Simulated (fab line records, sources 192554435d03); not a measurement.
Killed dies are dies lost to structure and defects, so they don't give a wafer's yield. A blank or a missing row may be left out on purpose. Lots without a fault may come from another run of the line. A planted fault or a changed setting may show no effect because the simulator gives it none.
One fault seen from 2 desks | flow n5_finfet | each desk has only its own numbers; what lay behind them comes last

THE METROLOGY DESK
What the gauges read, lot by lot, whatever tool the lot ran on: means of the sampled wafers that have a number. A lot is out of limits, marked OUT, if its mean lies more than 4 standard deviations from the usual mean; the brackets give that distance. Of its 10 readings 7 are shown: those that lie furthest out on some lot.
Columns: A = DIBL_P at N5_BEOL_M4_RC_MEAS_101, usual 35.9 mV/V; B = IOFF_P at N5_BEOL_M4_RC_MEAS_101, usual 0.21 nA/um; C = ION_N at N5_BEOL_M4_RC_MEAS_101, usual 672 uA/um; D = SS_N at N5_BEOL_M4_RC_MEAS_101, usual 71.5 mV/dec; E = SS_P at N5_BEOL_M4_RC_MEAS_101, usual 73.2 mV/dec; F = VT_N at N5_BEOL_M4_RC_MEAS_101, usual 250 mV; G = VT_P at N5_BEOL_M4_RC_MEAS_101, usual -250 mV
lot  | first seen here | A    | B    | C   | D    | E    | F   | G
L591 | day 8 10:56     | 36.5 | 0.23 | 677 | 71.7 | 73.5 | 248 | -247
L593 | day 9 07:46     | 35.4 | 0.16 | 670 | 71.0 | 72.8 | 251 | -254
L594 | day 9 10:22     | 34.5 | 0.21 | 667 | 71.1 | 73.4 | 249 | -248
L595 | day 10 03:01    | 38.5 | 0.20 | 677 | 71.0 | 73.7 | 252 | -253
L601 | day 10 20:46    | 36.4 | 0.20 | 672 | 71.5 | 74.2 | 250 | -250
L600 | day 11 00:23    | 34.9 | 0.21 | 676 | 71.5 | 73.2 | 250 | -247
L603 | day 11 06:28    | 35.6 | 0.20 | 674 | 71.8 | 73.2 | 250 | -251
L607 | day 12 07:54    | 36.8 | 0.23 | 684 | 71.4 | 72.8 | 247 | -248
L606 | day 12 20:54    | 36.8 | 0.22 | 688 | 71.3 | 73.5 | 246 | -250
This desk's finding: nothing out of limits on any of the 9 lots.

THE TOOL OWNER'S DESK: pecvd-04
The tool's own readings at N5_BEOL_M4_PECVD_72 (deposits SiO2 from TEOS/O2, target thk 16 nm, time 18 s): means of the sampled wafers that have a number, for each lot that ran on this tool. A lot is out of limits, marked OUT, if its mean lies more than 4 standard deviations from the usual mean; the brackets give that distance.
Columns: A = heater_power_w at N5_BEOL_M4_PECVD_72, usual 703 W; B = showerhead_plenum_p_Torr at N5_BEOL_M4_PECVD_72, usual 8.77 Torr; C = susceptor_temp_C at N5_BEOL_M4_PECVD_72, usual 400.02 C; D = throttle_valve_pct at N5_BEOL_M4_PECVD_72, usual 22.1 %
lot  | first seen here | A   | B    | C      | D
L593 | day 8 19:23     | 695 | 8.75 | 400.06 | 21.7
L595 | day 9 13:58     | 662 | 8.73 | 399.93 | 22.4
L601 | day 10 08:46    | 613 | 8.72 | 399.96 | 22.7
L600 | day 10 10:55    | 671 | 8.74 | 399.89 | 21.7
L603 | day 10 18:22    | 674 | 8.73 | -      | 22.2
This desk's finding: nothing out of limits on any of the 5 lots.

PUT TOGETHER
The metrology desk saw nothing out of limits.
The tool owner's desk saw nothing out of limits.

WHAT THE SIMULATOR HAD PUT IN
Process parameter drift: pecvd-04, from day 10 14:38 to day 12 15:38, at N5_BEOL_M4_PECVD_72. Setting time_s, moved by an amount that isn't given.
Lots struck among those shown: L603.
